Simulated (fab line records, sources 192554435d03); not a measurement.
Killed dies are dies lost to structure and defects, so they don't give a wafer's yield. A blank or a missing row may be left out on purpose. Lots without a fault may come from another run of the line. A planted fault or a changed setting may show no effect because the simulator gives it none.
fab line records | flow n5_finfet
record lots=9 wafers=27 last_day=17
route steps=1938 shown BEOL_M2@841 BEOL_M4@1111 PASSIVATION@1936
lots that met no fault: from a run of the same line without faults
start_h: hours from the record's first day to the start of the lot's first wafer shown | wait_h: hours since the lot's step before | " the same as in the row above | L1.1+2: a row that stands for several wafers | - no value, or no start given | * or withheld: withheld | < > ~ a bound
route shown NAME@n: a module of which the file shows steps, and the number in the route of the first | usual: mean/standard deviation of fault-free wafers | same: alike in all rows | chamber/n: place in a boat | sites: the reading at each site | _std_site: their standard deviation | _edge_site: outer sites' mean less inner sites' | radius_mm: how far each site lies from the wafer's centre | mask NAME#n: copy n | behind: the tool/chamber that last shaped the wafer | hold: why the lot was held/for how many hours/how that ended | device: the transistor (n, p or np) that didn't switch | end of line: the same wafers' tests at the end of the route | a step without rows: its recipe alone | killed: dies lost to structure and defects at the first sort, not the wafer's yield | map: a wafer's dies, x killed, . not, _ none there
set.NAME: the setting as run; set.NAME@STEP: as run at that earlier step | model.NAME: the simulator's own value behind a step, which no gauge read
steps of the route over a sample of lots; a table a step, a row a wafer
services: from which hour (start_h, from the record's first day; less than 0 if before it) a tool's chamber was out of use, for how many hours, and why
## steps
# step N5_BEOL_M2_ILD_DEP_00
# recipe material=SiOC target_thk_a=790 temp_c=350 precursor=DEMS/O2 pressure_torr=5 rf_w=500 time_s=15.3
# usual heater_power_w=483/68 showerhead_plenum_p_Torr=5.706/0.013 throttle_valve_pct=12.3/0.6
# columns lot.wafer tool chamber start_h wait_h heater_power_w showerhead_plenum_p_Torr throttle_valve_pct
L848.2 pecvd-01 2 142.89 0.0 378 5.696 12.4
L848.3 " 1 " " 454 5.704 11.8
L848.6 " 0 " " 586 5.716 13.2
L849.1 pecvd-01 1 146.48 0.0 503 5.711 12.2
L849.3 " 2 " " 422 5.701 12.6
L849.6 " 0 " " 600 5.722 12.8
L851.3 pecvd-03 2 156.60 0.0 384 5.680 12.0
L851.4 " 1 " " 400 5.705 13.3
L851.5 " 2 " " 380 5.697 12.3
L852.2 pecvd-01 0 160.52 0.0 583 5.718 12.8
L852.4 " 1 " " 499 5.697 12.0
L852.6 " 2 " " 472 5.708 12.3
L858.1 pecvd-01 2 208.97 0.0 378 5.695 12.6
L858.3 " 0 " " 535 5.714 13.0
L858.4 " 0 " " 518 5.740 13.1
L860.1 pecvd-03 0 211.09 0.0 504 5.693 11.8
L860.4 " 1 " " 435 5.700 13.0
L860.5 " 1 " " 440 5.727 12.8
L861.2 pecvd-01 0 221.61 0.0 576 5.733 13.0
L861.5 " 1 " " 393 5.715 11.7
L861.6 " 2 " " 474 5.718 12.6
L866.2 pecvd-03 2 250.39 0.0 437 5.693 11.0
L866.4 " 0 " " 541 5.688 12.1
L866.6 " 2 " " 442 5.682 11.1
L868.1 pecvd-01 0 263.05 0.0 489 5.723 13.3
L868.5 " 0 " " 519 5.731 13.1
L868.6 " 2 " " 463 5.696 12.6
# step N5_BEOL_M2_THK_MEAS_01
# recipe reads=SiOC_of_BEOL_M2_ILD_DEP_00
# usual M2_ILD_THK=79.4/1.2
# columns lot.wafer tool chamber start_h wait_h M2_ILD_THK[nm]
L848.2 film_metro-02 - 142.96 0.1 79.6
L848.3 " - " " 78.9
L848.6 " - " " 78.9
L849.1 film_metro-02 - 146.55 0.0 79.1
L849.3 " - " " 79.4
L849.6 " - " " 79.0
L851.3 film_metro-01 - 156.67 0.1 77.4
L851.4 " - " " 77.9
L851.5 " - " " 78.5
L852.2 film_metro-02 - 160.59 0.1 79.3
L852.4 " - " " 81.9
L852.6 " - " " 81.2
L858.1 film_metro-01 - 209.04 0.0 78.8
L858.3 " - " " 78.6
L858.4 " - " " 79.5
L860.1 film_metro-02 - 211.17 0.1 78.9
L860.4 " - " " 78.1
L860.5 " - " " 77.5
L861.2 film_metro-02 - 221.67 0.1 79.8
L861.5 " - " " 80.2
L861.6 " - " " 81.2
L866.2 film_metro-01 - 250.46 0.1 78.1
L866.4 " - " " 80.6
L866.6 " - " " 79.0
L868.1 film_metro-02 - 263.12 0.1 76.8
L868.5 " - " " 79.4
L868.6 " - " " 79.2
# step N5_BEOL_M2_ETCH_63
# recipe chemistry=CF4 target=SiARC target_depth_a=156 mask_material=CAR-EUV time_s=26 ion_energy_ev=80 pressure_mtorr=40 source_w=545 bias_w=36 Ar_flow_sccm=100 cf4_flow_sccm=100 ends=cleared
# usual drypump_motor_current_A=5.62/0.29 etch_rf_on_time_s=26.3/0.85 mfc_ar_sccm=100.0/0.31 oes_product_au=0.68/0.07 rf_fwd_power_W=531.8/1.8 rf_vpp_V=183.7/1 showerhead_plenum_p_Torr=2.11/0.055 throttle_valve_pct=15.61/0.24
# columns lot.wafer tool chamber start_h wait_h drypump_motor_current_A etch_rf_on_time_s mfc_ar_sccm oes_product_au rf_fwd_power_W rf_hours_counter_h rf_vpp_V showerhead_plenum_p_Torr throttle_valve_pct
L848.2 rie_diel-02 1 145.27 0.0 5.20 26.1 99.7 0.66 531.3 118 183.6 2.08 16.03
L848.3 " 1 " " 5.20 26.1 99.8 0.65 534.8 - 182.4 2.08 16.02
L848.6 " 2 " " 5.69 25.5 99.9 0.62 531.8 - 184.7 2.12 15.81
L849.1 rie_diel-06 0 147.24 0.0 6.05 27.5 99.8 0.74 530.4 25 183.9 2.09 15.30
L849.3 " 1 " " 5.39 25.3 100.1 0.79 531.1 25 185.5 2.18 15.40
L849.6 " 0 " " 6.06 27.2 100.3 0.75 529.9 - 184.8 2.09 15.30
L851.3 rie_diel-06 2 158.29 0.0 5.53 25.2 100.1 0.73 532.7 71 184.2 2.18 15.51
L851.4 " 0 " " 5.99 27.4 99.6 0.74 531.6 31 183.5 2.08 15.31
L851.5 " 1 " " 5.40 25.5 100.1 0.78 530.8 - 184.2 2.18 15.42
L852.2 rie_diel-03 1 161.85 0.0 5.22 26.8 100.0 0.69 531.6 106 182.2 2.06 15.47
L852.4 " 3 " " 5.94 27.5 100.3 0.62 531.3 158 182.2 2.12 15.49
L852.6 " 2 " " 5.69 27.0 100.0 0.75 533.7 - 184.1 2.19 15.43
L858.1 rie_diel-06 3 210.46 0.0 5.93 26.2 99.8 0.59 531.6 225 182.6 2.04 15.91
L858.3 " 2 " " 5.55 25.0 99.8 0.73 534.8 83 183.7 2.17 15.54
L858.4 " 0 " " 6.01 27.3 100.0 0.72 531.0 45 183.1 2.08 15.34
L860.1 rie_diel-03 2 211.85 0.0 5.70 26.9 100.1 0.74 531.1 59 183.6 2.18 15.46
L860.4 " 3 " " 5.91 27.4 99.5 0.61 533.3 - 182.4 2.11 15.52
L860.5 " 1 " " 5.22 26.8 100.1 0.66 530.8 - 184.9 2.06 15.51
L861.2 rie_diel-02 0 222.58 0.0 5.65 27.1 99.9 0.60 531.3 229 182.0 2.03 15.90
L861.5 " 2 " " 5.71 25.5 100.1 0.61 528.6 - 183.3 2.11 15.87
L861.6 " 3 " " 5.75 25.6 100.9 0.77 532.0 - 183.4 2.10 15.43
L866.2 rie_diel-06 0 251.62 0.0 6.09 27.7 100.1 0.70 533.6 60 183.7 2.07 15.37
L866.4 " 2 " " 5.53 25.5 100.2 0.72 533.7 95 184.7 2.17 15.55
L866.6 " 3 " " 5.93 26.6 100.5 0.58 529.1 - 182.1 2.03 15.92
L868.1 rie_diel-02 3 265.25 0.0 5.74 25.2 100.1 0.74 534.8 42 184.3 2.09 15.45
L868.5 " 0 " " 5.69 27.5 100.1 0.59 530.3 - 182.2 2.03 15.92
L868.6 " 3 " " 5.73 25.2 100.1 0.76 533.9 - 184.0 2.09 15.46
# step N5_BEOL_M2_ETCH_64
# recipe chemistry=N2/H2 target=SOC target_depth_a=750 overetch_a=225 mask_material=SiARC temp_c=40 time_s=121.9 ion_energy_ev=200 pressure_mtorr=30 source_w=840 bias_w=150 n2_flow_sccm=200 h2_flow_sccm=200
# usual drypump_motor_current_A=5.63/0.3 n2_flow_sccm=200.0/0.62 oes_product_au=0.61/0.059 rf_fwd_power_W=837.2/2.7 rf_vpp_V=522.9/2 showerhead_plenum_p_Torr=2.50/0.069 throttle_valve_pct=17.8/0.31
# columns lot.wafer tool chamber start_h wait_h drypump_motor_current_A n2_flow_sccm oes_product_au rf_fwd_power_W rf_hours_counter_h rf_vpp_V showerhead_plenum_p_Torr throttle_valve_pct
L848.2 rie_diel-02 1 145.31 0.0 5.21 201.1 0.59 838.9 118 523.1 2.46 18.3
L848.3 " 1 " " 5.20 201.0 0.59 838.4 - 522.5 2.46 18.2
L848.6 " 2 " " 5.71 199.7 0.54 836.6 - 522.7 2.51 18.1
L849.1 rie_diel-06 0 147.27 0.0 6.05 199.9 0.68 836.2 25 523.4 2.48 17.5
L849.3 " 1 " " 5.42 199.4 0.69 830.6 25 525.9 2.60 17.7
L849.6 " 0 " " 6.05 199.5 0.68 835.9 - 521.4 2.48 17.5
L851.3 rie_diel-06 2 158.32 0.0 5.54 199.7 0.65 839.5 71 525.0 2.59 18.0
L851.4 " 0 " " 6.05 199.9 0.67 838.9 31 522.8 2.47 17.5
L851.5 " 1 " " 5.42 199.5 0.68 839.0 - 526.2 2.60 17.7
L852.2 rie_diel-03 1 161.87 0.0 5.22 200.2 0.63 835.7 106 521.9 2.42 17.5
L852.4 " 3 " " 5.89 199.9 0.57 836.7 158 523.0 2.53 17.7
L852.6 " 2 " " 5.69 199.1 0.69 838.1 - 526.8 2.57 17.4
L858.1 rie_diel-06 3 210.49 0.0 5.93 199.6 0.53 842.6 225 519.5 2.40 17.9
L858.3 " 2 " " 5.54 200.6 0.64 839.4 83 523.7 2.59 18.0
L858.4 " 0 " " 6.05 199.3 0.66 840.5 45 522.1 2.47 17.5
L860.1 rie_diel-03 2 211.88 0.0 5.71 199.5 0.66 835.8 59 524.5 2.56 17.5
L860.4 " 3 " " 5.91 199.9 0.55 835.8 - 524.7 2.52 17.8
L860.5 " 1 " " 5.22 200.2 0.61 835.4 - 520.8 2.42 17.5
L861.2 rie_diel-02 0 222.61 0.0 5.71 199.3 0.54 831.2 229 519.7 2.44 18.4
L861.5 " 2 " " 5.70 199.9 0.53 831.1 - 521.4 2.50 18.2
L861.6 " 3 " " 5.74 199.7 0.67 835.4 - 521.7 2.51 18.0
L866.2 rie_diel-06 0 251.64 0.0 6.06 200.7 0.64 839.5 60 523.4 2.46 17.5
L866.4 " 2 " " 5.56 200.0 0.63 1043.6 95 489.5 2.58 18.0
L866.6 " 3 " " 5.94 200.6 0.52 838.6 - 520.1 2.39 18.0
L868.1 rie_diel-02 3 265.28 0.0 5.77 200.1 0.66 838.5 42 521.4 2.51 18.0
L868.5 " 0 " " 5.70 200.9 0.54 838.1 - 520.0 2.44 18.4
L868.6 " 3 " " 5.78 200.7 0.66 837.0 - 522.4 2.51 18.0
# step N5_BEOL_M4_RC_MEAS_101
# usual DIBL_N=35.9/2.5 DIBL_P=36.0/3 IOFF_N=0.16/0.047 IOFF_P=0.21/0.047 ION_N=671/14 ION_P=460/8.8 SS_N=71.5/0.73 SS_P=73.2/0.91 VT_N=250/4.3 VT_P=-251/3.6
# columns lot.wafer tool chamber start_h wait_h DIBL_N[mV/V] DIBL_P[mV/V] IOFF_N[nA/um] IOFF_P[nA/um] ION_N[uA/um] ION_P[uA/um] SS_N[mV/dec] SS_P[mV/dec] VT_N[mV] VT_P[mV]
L848.2 prober-02 0 182.93 0.2 39.5 41.7 0.27 0.31 692 472 72.5 74.9 240 -245
L848.3 " 0 " " 36.4 37.2 0.17 0.23 671 465 72.1 73.7 247 -248
L848.6 " 0 " " 35.5 36.5 0.18 0.23 690 472 71.3 74.1 243 -249
L849.1 prober-01 0 183.32 0.3 36.9 36.9 0.17 0.21 670 456 71.9 72.8 250 -249
L849.3 " 0 " " 33.8 32.7 0.12 0.16 657 446 71.5 71.5 254 -253
L849.6 " 0 " " 35.2 33.2 0.14 0.17 665 455 71.5 73.1 251 -254
L851.3 prober-01 0 187.33 0.3 39.6 39.0 0.24 0.26 707 475 71.7 74.3 241 -249
L851.4 " 0 " " 32.6 29.5 0.10 0.13 654 447 69.6 71.7 256 -256
L851.5 " 0 " " 40.8 38.8 0.28 0.26 684 460 72.6 74.4 243 -248
L852.2 prober-02 0 191.38 0.2 37.6 35.2 0.16 0.20 657 450 72.0 73.0 254 -249
L852.4 " 0 " " 40.0 40.5 0.24 0.31 689 466 72.2 74.5 243 -243
L852.6 " 0 " " 34.1 33.2 0.12 0.17 648 447 70.2 72.8 254 -254
L858.1 prober-01 0 242.51 0.0 37.4 36.6 0.15 0.22 652 455 71.4 73.4 252 -252
L858.3 " 0 " " 31.7 30.3 0.09 0.13 658 451 70.4 72.4 256 -260
L858.4 " 0 " " 41.4 41.5 0.27 0.27 695 458 72.6 74.5 242 -251
L860.1 prober-02 0 243.14 0.0 37.2 37.0 0.18 0.18 670 450 71.4 72.8 248 -253
L860.4 " 0 " " 36.7 37.9 0.17 0.22 678 458 71.9 74.4 247 -252
L860.5 " 0 " " 33.2 33.6 0.12 0.15 664 462 70.7 72.6 253 -255
L861.2 prober-01 0 258.07 0.2 36.1 35.7 0.15 0.22 662 457 72.0 73.1 251 -249
L861.5 " 0 " " 33.1 33.1 0.10 0.18 661 463 71.2 72.2 255 -250
L861.6 " 0 " " 34.8 34.8 0.12 0.20 664 469 71.0 72.6 250 -250
L866.2 prober-01 0 283.90 0.2 34.3 34.8 0.13 0.19 667 460 71.5 73.0 253 -252
L866.4 " 0 " " 35.8 37.5 0.15 0.22 654 457 71.7 73.7 251 -249
L866.6 " 0 " " 37.4 40.5 0.21 0.29 692 473 72.7 74.5 243 -244
L868.1 prober-02 0 300.24 0.0 35.0 35.1 0.13 0.19 655 452 71.1 72.8 255 -252
L868.5 " 0 " " 34.7 34.8 0.15 0.19 681 468 71.2 73.5 251 -250
L868.6 " 0 " " 32.9 32.7 0.10 0.16 656 455 71.0 72.0 259 -254
# step N5_PASSIVATION_PROBE_49
# usual defect_limited_yield=91.4/1.4 killed_at_M0_to_M3=34/8.9 killed_at_M4_up=13/4.6 killed_at_contacts=12/5.5 killed_at_front_end=41/11 killed_at_other=3.1/2.9 killed_dies=102/16 killed_open=66/11 killed_short=34/7.6 sort_bin_5_function=5.1/0.89 sort_bin_6_memory=3.2/0.61 sort_bin_8_speed=0.02/0.12 sort_n_pass=1078/16 sort_yield_pct=91.3/1.4
# same gross_dies=1180 killed_at_back_side=0 sort_bin_4_leakage[%]=0
# columns lot.wafer tool chamber start_h wait_h defect_limited_yield[%] killed_at_M0_to_M3 killed_at_M4_up killed_at_contacts killed_at_front_end killed_at_other killed_dies killed_open killed_short sort_bin_5_function[%] sort_bin_6_memory[%] sort_bin_8_speed[%] sort_n_pass sort_yield_pct[%]
L848.2 prober-01 - 277.57 0.1 91.8 38 14 12 31 2 97 68 28 4.7 3.3 0 1083 91.8
L848.3 prober-01 - 277.62 0.1 90.8 32 11 13 50 2 108 67 31 5.3 2.7 0 1072 90.8
L848.6 prober-01 - 277.77 0.3 92.4 31 14 2 42 1 90 67 22 4.2 3.4 0 1090 92.4
L849.1 prober-02 - 281.26 0.0 90.1 30 11 13 63 0 117 81 34 5.2 4.2 0 1063 90.1
L849.3 prober-02 - 281.36 0.1 91.4 20 9 11 59 2 101 64 37 4.8 3.3 0 1079 91.4
L849.6 prober-02 - 281.51 0.3 89.7 27 27 12 53 3 122 79 34 6.4 3.1 0 1058 89.7
L851.3 prober-02 - 290.44 0.1 90.8 45 10 16 37 1 109 68 41 5.1 3.6 0 1071 90.8
L851.4 prober-02 - 290.49 0.2 91.9 35 9 19 32 1 96 65 29 4.6 3.2 0 1084 91.9
L851.5 prober-02 - 290.54 0.2 92.9 31 14 7 29 3 84 53 31 4.4 2.5 0 1096 92.9
L852.2 prober-01 - 297.28 0.1 89.5 35 12 13 61 3 124 78 40 6.3 3.4 0 1056 89.5
L852.4 prober-01 - 297.38 0.2 90.5 40 13 21 34 4 112 70 42 5.3 4.0 0 1068 90.5
L852.6 prober-01 - 297.48 0.3 92.9 20 19 2 41 2 84 62 18 4.2 2.3 0.08 1095 92.8
L858.1 prober-01 - 346.62 0.0 90.0 41 20 19 34 4 118 82 36 5.6 3.7 0 1062 90.0
L858.3 prober-01 - 346.72 0.1 91.0 31 16 10 47 2 106 64 35 4.8 3.5 0 1074 91.0
L858.4 prober-01 - 346.77 0.2 91.2 27 13 13 47 4 104 64 40 5.3 3.3 0 1076 91.2
L860.1 prober-01 - 354.29 0.0 90.8 27 9 15 48 9 108 70 37 4.6 4.2 0 1072 90.8
L860.4 prober-01 - 354.44 0.2 92.5 24 10 15 35 5 89 59 29 4.6 2.5 0 1091 92.5
L860.5 prober-01 - 354.49 0.2 93.0 26 11 8 37 1 83 53 26 3.4 3.1 0 1097 93.0
L861.2 prober-02 - 358.13 0.1 89.7 32 13 15 56 6 122 76 45 6.4 3.6 0 1058 89.7
L861.5 prober-02 - 358.28 0.2 89.9 33 15 8 56 7 119 76 42 5.9 3.9 0 1061 89.9
L861.6 prober-02 - 358.33 0.3 92.2 26 9 4 38 15 92 67 23 3.6 4.0 0 1088 92.2
L866.2 prober-01 - 380.96 0.1 92.7 19 10 22 35 0 86 53 32 3.9 3.1 0.08 1094 92.7
L866.4 prober-01 - 381.06 0.2 91.4 41 15 15 27 3 101 68 32 5.8 2.5 0 1079 91.4
L866.6 prober-01 - 381.16 0.3 92.5 29 21 14 22 2 88 67 19 4.7 2.6 0 1092 92.5
L868.1 prober-02 - 405.81 0.0 89.7 61 3 19 39 0 122 82 40 5.3 4.5 0 1058 89.7
L868.5 prober-02 - 406.01 0.2 91.5 44 8 8 39 1 100 73 27 4.9 3.2 0 1080 91.5
L868.6 prober-02 - 406.06 0.3 91.0 48 6 9 41 2 106 71 35 5.6 3.1 0 1074 91.0
# killed by level:class
L848.2 MOL_CONTACT_COAG:geometric_particle:open=9 BEOL_M1:geometric_particle:open=9 FIN_SAQP:geometric_particle:open=8 BEOL_M2:geometric_particle:open=8 BEOL_M3:geometric_particle:open=6 BEOL_M4:geometric_particle:open=6 FIN_SAQP:geometric_particle:short=5 GATE_CUT:geometric_particle:short=5
L848.3 FIN_SAQP:geometric_particle:open=12 MOL_CONTACT_COAG:geometric_particle:open=12 BEOL_M0_SAQP:geometric_particle:short=10 FIN_SAQP:geometric_particle:short=9 HKMG_FIN:area_etch=9 BEOL_M3:geometric_particle:open=8 GATE_CUT:geometric_particle:short=6 DUMMY_GATE:geometric_particle:open=5
L848.6 BEOL_M3:geometric_particle:open=11 FIN_SAQP:geometric_particle:open=10 FIN_SAQP:geometric_particle:short=8 BEOL_M2:geometric_particle:open=6 STI_FIN_REVEAL:geometric_particle:open=5 BEOL_M0_SAQP:geometric_particle:open=5 BEOL_M7:geometric_particle:open=5 STARTING-WAFER:geometric_particle:open=5
L849.1 STI_FIN_REVEAL:geometric_particle:open=17 MOL_CONTACT_COAG:geometric_particle:open=10 BEOL_M1:geometric_particle:open=9 FIN_SAQP:geometric_particle:open=7 DUMMY_GATE:geometric_particle:open=7 BEOL_M0_SAQP:geometric_particle:short=7 GATE_CUT:geometric_particle:open=6 BEOL_M4:geometric_particle:open=6
L849.3 FIN_SAQP:geometric_particle:open=18 FIN_SAQP:geometric_particle:short=12 MOL_CONTACT_COAG:geometric_particle:open=8 STI_FIN_REVEAL:geometric_particle:open=6 DUMMY_GATE:geometric_particle:open=6 STARTING-WAFER:geometric_particle:short=6 BEOL_M3:geometric_particle:open=5 BEOL_M1:geometric_particle:open=4
L849.6 MOL_CONTACT_COAG:geometric_particle:open=11 BEOL_M4:geometric_particle:open=11 FIN_SAQP:geometric_particle:short=8 BEOL_M1:geometric_particle:open=8 HKMG_FIN:area_etch=8 STI_FIN_REVEAL:geometric_particle:open=7 BEOL_M5:geometric_particle:open=7 DUMMY_GATE:geometric_particle:open=6
L851.3 BEOL_M1:geometric_particle:open=16 MOL_CONTACT_COAG:geometric_particle:open=13 GATE_CUT:geometric_particle:short=8 STI_FIN_REVEAL:geometric_particle:open=7 BEOL_M3:geometric_particle:open=7 FIN_SAQP:geometric_particle:open=5 FIN_SAQP:geometric_particle:short=5 BEOL_M0_SAQP:geometric_particle:short=5
L851.4 MOL_CONTACT_COAG:geometric_particle:open=16 BEOL_M3:geometric_particle:open=11 BEOL_M1:geometric_particle:open=11 BEOL_M3:geometric_particle:short=7 FIN_SAQP:geometric_particle:open=5 DUMMY_GATE:geometric_particle:open=5 STARTING-WAFER:geometric_particle:short=5 FIN_SAQP:geometric_particle:short=4
L851.5 FIN_SAQP:geometric_particle:open=6 BEOL_M2:geometric_particle:open=6 STI_FIN_REVEAL:geometric_particle:open=5 DUMMY_GATE:geometric_particle:open=5 BEOL_M0_SAQP:geometric_particle:short=5 BEOL_M1:geometric_particle:open=5 MOL_CONTACT_COAG:geometric_particle:open=4 BEOL_M3:geometric_particle:short=4
L852.2 STI_FIN_REVEAL:geometric_particle:open=14 MOL_CONTACT_COAG:geometric_particle:open=11 FIN_SAQP:geometric_particle:short=8 BEOL_M0_SAQP:geometric_particle:short=8 BEOL_M0_SAQP:geometric_particle:open=8 BEOL_M1:geometric_particle:open=8 FIN_SAQP:geometric_particle:open=7 BEOL_M2:geometric_particle:open=7
L852.4 BEOL_M0_SAQP:geometric_particle:short=12 MOL_CONTACT_COAG:geometric_particle:open=11 MOL_CONTACT_COAG:geometric_particle:short=10 BEOL_M0_SAQP:geometric_particle:open=9 BEOL_M4:geometric_particle:open=9 BEOL_M2:geometric_particle:open=8 FIN_SAQP:geometric_particle:open=6 STI_FIN_REVEAL:geometric_particle:open=6
L852.6 STI_FIN_REVEAL:geometric_particle:open=16 BEOL_M4:geometric_particle:open=13 BEOL_M0_SAQP:geometric_particle:open=6 BEOL_M2:geometric_particle:open=6 STI_FIN_REVEAL:geometric_particle:short=4 BEOL_M1:geometric_particle:open=4 HKMG_FIN:area_etch=4 GATE_CUT:geometric_particle:short=3
L858.1 BEOL_M0_SAQP:geometric_particle:open=15 MOL_CONTACT_COAG:geometric_particle:open=11 BEOL_M4:geometric_particle:open=10 FIN_SAQP:geometric_particle:open=8 MOL_CONTACT_COAG:geometric_particle:short=8 BEOL_M3:geometric_particle:open=7 BEOL_M0_SAQP:geometric_particle:short=6 FIN_SAQP:geometric_particle:short=5
L858.3 FIN_SAQP:geometric_particle:open=11 STI_FIN_REVEAL:geometric_particle:open=11 BEOL_M0_SAQP:geometric_particle:short=11 MOL_CONTACT_COAG:geometric_particle:open=8 BEOL_M0_SAQP:geometric_particle:open=7 HKMG_FIN:area_etch=7 BEOL_M4:geometric_particle:open=6 STARTING-WAFER:geometric_particle:short=6
L858.4 FIN_SAQP:geometric_particle:short=17 FIN_SAQP:geometric_particle:open=15 MOL_CONTACT_COAG:geometric_particle:open=12 BEOL_M0_SAQP:geometric_particle:open=8 BEOL_M0:geometric_particle:open=7 STI_FIN_REVEAL:geometric_particle:open=6 BEOL_M0_SAQP:geometric_particle:short=5 BEOL_M4:geometric_particle:short=4
L860.1 FIN_SAQP:geometric_particle:short=13 FIN_SAQP:geometric_particle:open=12 MOL_CONTACT_COAG:geometric_particle:open=11 STI_FIN_REVEAL:geometric_particle:open=9 BEOL_M0_SAQP:geometric_particle:open=6 BEOL_M3:geometric_particle:open=5 GATE_CUT:geometric_particle:short=4 MOL_CONTACT_COAG:geometric_particle:short=4
L860.4 MOL_CONTACT_COAG:geometric_particle:open=11 FIN_SAQP:geometric_particle:short=7 STI_FIN_REVEAL:geometric_particle:open=6 ILD0:geometric_particle:short=5 BEOL_M0:geometric_particle:open=5 BEOL_M2:geometric_particle:open=5 BEOL_M3:geometric_particle:open=5 FIN_SAQP:geometric_particle:open=4
L860.5 STI_FIN_REVEAL:geometric_particle:open=9 MOL_CONTACT_COAG:geometric_particle:open=8 BEOL_M1:geometric_particle:open=8 FIN_SAQP:geometric_particle:open=6 BEOL_M0_SAQP:geometric_particle:open=5 BEOL_M0_SAQP:geometric_particle:short=5 BEOL_M3:geometric_particle:open=5 FIN_SAQP:geometric_particle:short=4
L861.2 STI_FIN_REVEAL:geometric_particle:open=15 MOL_CONTACT_COAG:geometric_particle:open=12 DUMMY_GATE:geometric_particle:open=11 BEOL_M0_SAQP:geometric_particle:open=11 BEOL_M0_SAQP:geometric_particle:short=8 FIN_SAQP:geometric_particle:short=6 BEOL_M4:geometric_particle:open=6 STI_FIN_REVEAL:geometric_particle:short=5
L861.5 STI_FIN_REVEAL:geometric_particle:open=16 DUMMY_GATE:geometric_particle:open=8 BEOL_M0_SAQP:geometric_particle:short=8 BEOL_M3:geometric_particle:open=8 FIN_SAQP:geometric_particle:open=7 BEOL_M4:geometric_particle:open=7 GATE_CUT:geometric_particle:short=6 MOL_CONTACT_COAG:geometric_particle:open=5
L861.6 STI_FIN_REVEAL:geometric_particle:open=8 DUMMY_GATE:geometric_particle:open=8 BEOL_M0_SAQP:geometric_particle:open=8 MIM_TOP_ETCH:geometric_particle:short=8 GATE_CUT:geometric_particle:open=7 STARTING-WAFER:geometric_particle:open=5 BEOL_M2:geometric_particle:open=4 GATE_CUT:geometric_particle:short=4
L866.2 MOL_CONTACT_COAG:geometric_particle:open=17 DUMMY_GATE:geometric_particle:open=6 GATE_CUT:geometric_particle:short=6 BEOL_M0_SAQP:geometric_particle:short=6 BEOL_M4:geometric_particle:open=6 STARTING-WAFER:geometric_particle:short=6 MOL_CONTACT_COAG:geometric_particle:short=5 STARTING-WAFER:geometric_particle:open=4
L866.4 MOL_CONTACT_COAG:geometric_particle:open=14 BEOL_M0_SAQP:geometric_particle:open=13 BEOL_M3:geometric_particle:open=12 DUMMY_GATE:geometric_particle:open=7 FIN_SAQP:geometric_particle:short=6 BEOL_M0_SAQP:geometric_particle:short=5 STARTING-WAFER:geometric_particle:short=5 BEOL_M4:geometric_particle:open=4
L866.6 MOL_CONTACT_COAG:geometric_particle:open=12 BEOL_M4:geometric_particle:open=12 BEOL_M3:geometric_particle:open=10 BEOL_M0_SAQP:geometric_particle:open=9 BEOL_M2:geometric_particle:open=6 DUMMY_GATE:geometric_particle:open=4 STARTING-WAFER:geometric_particle:short=4 GATE_CUT:geometric_particle:open=3
L868.1 BEOL_M0_SAQP:geometric_particle:open=16 MOL_CONTACT_COAG:geometric_particle:open=15 FIN_SAQP:geometric_particle:open=13 BEOL_M2:geometric_particle:open=13 BEOL_M0_SAQP:geometric_particle:short=10 FIN_SAQP:geometric_particle:short=6 BEOL_M3:geometric_particle:open=5 STI_FIN_REVEAL:geometric_particle:open=4
L868.5 BEOL_M2:geometric_particle:open=12 BEOL_M3:geometric_particle:open=12 FIN_SAQP:geometric_particle:short=9 FIN_SAQP:geometric_particle:open=9 MOL_CONTACT_COAG:geometric_particle:open=8 BEOL_M0_SAQP:geometric_particle:open=8 BEOL_M0_SAQP:geometric_particle:short=7 STI_FIN_REVEAL:geometric_particle:open=7
L868.6 BEOL_M0_SAQP:geometric_particle:open=14 FIN_SAQP:geometric_particle:open=13 BEOL_M2:geometric_particle:open=12 BEOL_M0_SAQP:geometric_particle:short=7 FIN_SAQP:geometric_particle:short=6 DUMMY_GATE:geometric_particle:open=6 MOL_CONTACT_COAG:geometric_particle:open=6 GATE_CUT:geometric_particle:short=5
## services
# columns tool chamber start_h hours kind
pecvd-03 2 142.85 5.0 scheduled_down
rie_diel-06 3 143.16 8.3 repair
pecvd-03 1 156.82 2.1 scheduled_down
pecvd-03 - 169.69 2.8 pm
rie_diel-06 - 174.34 14.6 pm
pecvd-01 - 186.49 2.8 pm
rie_diel-02 - 198.01 0.6 repair
pecvd-01 0 199.65 2.1 scheduled_down
pecvd-03 2 202.38 - clean
pecvd-03 2 202.38 - consumable_replace:showerhead
pecvd-03 2 202.38 29.0 scheduled_down
pecvd-03 2 202.38 29.0 vent_cycle
rie_diel-02 1 204.08 6.8 repair
rie_diel-03 0 211.06 - clean
rie_diel-03 0 211.06 - consumable_replace:focus_ring
rie_diel-03 0 211.06 26.7 scheduled_down
rie_diel-03 0 211.06 26.7 vent_cycle
rie_diel-02 - 223.96 2.3 repair
pecvd-01 0 225.32 5.5 scheduled_down
rie_diel-03 2 228.06 8.4 repair
rie_diel-06 2 235.93 8.0 repair
rie_diel-02 0 246.25 4.4 repair
rie_diel-06 3 253.06 2.6 repair
pecvd-03 - 262.39 14.6 pm
## key
first_sign step=N5_BEOL_M2_ETCH_64 reading=rf_fwd_power_W direction=up sigmas=76 usual=* struck=*
effect step=N5_BEOL_M2_ETCH_64 reading=rf_vpp_V direction=down sigmas=17 usual=522.9 struck=489.5
met_at N5_BEOL_M2_ETCH_64
struck_lots L866
struck_wafers L866.4
not_acting_at N5_BEOL_M2_ILD_DEP_00,N5_BEOL_M2_THK_MEAS_01,N5_BEOL_M2_ETCH_63
onset_between 210.49 251.64
fault kind=process_parameter_drift tool=rie_diel-06 chamber=2 onset_h=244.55 steps=N5_BEOL_M2_ETCH_64 channel=source_w offset=201.6 shape=step end_h=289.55 acts_in=these_recipes_only stated=840
